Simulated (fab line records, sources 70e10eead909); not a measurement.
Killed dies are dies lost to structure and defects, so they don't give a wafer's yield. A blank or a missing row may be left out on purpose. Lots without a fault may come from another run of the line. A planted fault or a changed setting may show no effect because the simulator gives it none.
One fault seen from 3 desks | flow nand_harc | each desk has only its own numbers; what lay behind them comes last

THE TOOL OWNER'S DESK: litho_track-01
The tool's own readings at NHARC_A_CHANNEL_HOLE_D1_PEB_08 (peb time 65 s): means of the sampled wafers that have a number, for each lot that ran on this tool. A lot is out of limits, marked OUT, if its mean lies more than 4 standard deviations from the usual mean; the brackets give that distance.
Columns: A = resist_line_temp_C at NHARC_A_CHANNEL_HOLE_D1_PEB_08, usual 23.01 C
lot  | first seen here | A
L268 | day 12 02:53    | 22.98
L269 | day 12 18:01    | 23.00
L274 | day 14 11:06    | 22.98
L275 | day 15 05:10    | 22.99
This desk's finding: nothing out of limits on any of the 4 lots.

THE METROLOGY DESK
What the gauges read, lot by lot, whatever tool the lot ran on: means of the sampled wafers that have a number. A lot is out of limits, marked OUT, if its mean lies more than 4 standard deviations from the usual mean; the brackets give that distance.
Columns: A = thk_nm at NHARC_A_ONON_D1_THK_MEAS_21, usual 999 nm; B = cd_nm at NHARC_A_CHANNEL_HOLE_D1_CD_MEAS_10, usual 100.0 nm; C = cd_nm at NHARC_A_CHANNEL_HOLE_D1_CD_MEAS_30, usual 89.7 nm
lot  | first seen here | A    | B               | C
L265 | day 10 14:24    | 989  | 100.1           | 89.7
L268 | day 11 19:46    | 1008 | 99.5            | 89.8
L269 | day 12 12:56    | 990  | 99.8            | 88.5
L271 | day 13 03:15    | 1013 | 100.1           | 89.8
L274 | day 14 02:07    | 983  | 113.1 (+31) OUT | 103.4 (+14) OUT
L275 | day 15 00:05    | 1010 | 112.8 (+31) OUT | 103.6 (+14) OUT
L278 | day 16 04:38    | 995  | 100.8           | 90.5
L280 | day 16 13:12    | 997  | 100.5           | 89.4
L282 | day 18 00:00    | 997  | 100.0           | 89.6
This desk's finding: out of limits on L274, L275; first on L274, day 14 11:11 (cd_nm at NHARC_A_CHANNEL_HOLE_D1_CD_MEAS_10). In limits: L265, L268, L269, L271, L278, L280, L282.

THE DEFECT DESK
What the inspections along the route counted, lot by lot: means of the sampled wafers that have a number. A lot is out of limits, marked OUT, if its mean lies more than 4 standard deviations from the usual mean; the brackets give that distance.
Columns: A = raw_defect_count at NHARC_P_BONDPAD_INSPECT_23, usual 315
lot  | first seen here | A
L265 | day 9 03:30     | 277
L268 | day 10 09:56    | 376
L269 | day 11 01:00    | 343
L271 | day 11 16:28    | 227
L274 | day 12 16:07    | 431
L275 | day 13 13:13    | 420
L278 | day 14 14:32    | 243
L280 | day 15 01:42    | 304
L282 | day 16 05:40    | 244
This desk's finding: nothing out of limits on any of the 9 lots.

PUT TOGETHER
The metrology desk could have raised an alarm at day 14 11:11, on L274, L275.
The tool owner's desk saw nothing out of limits.
The defect desk saw nothing out of limits.
The tool owner's desk has L274, L275 on record, within its limits.
The defect desk has L274, L275 on record, within its limits.
Of the lots named, all ran NHARC_A_CHANNEL_HOLE_D1_PEB_08 on litho_track-01.

WHAT THE SIMULATOR HAD PUT IN
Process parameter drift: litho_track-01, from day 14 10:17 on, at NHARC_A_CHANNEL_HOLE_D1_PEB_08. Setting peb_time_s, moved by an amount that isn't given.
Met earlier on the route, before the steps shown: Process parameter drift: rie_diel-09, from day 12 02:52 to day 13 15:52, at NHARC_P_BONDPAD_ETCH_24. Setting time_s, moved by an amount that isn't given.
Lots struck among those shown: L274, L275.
Hours from the fault's start to each desk's first reading out of limits: the metrology desk, 1.
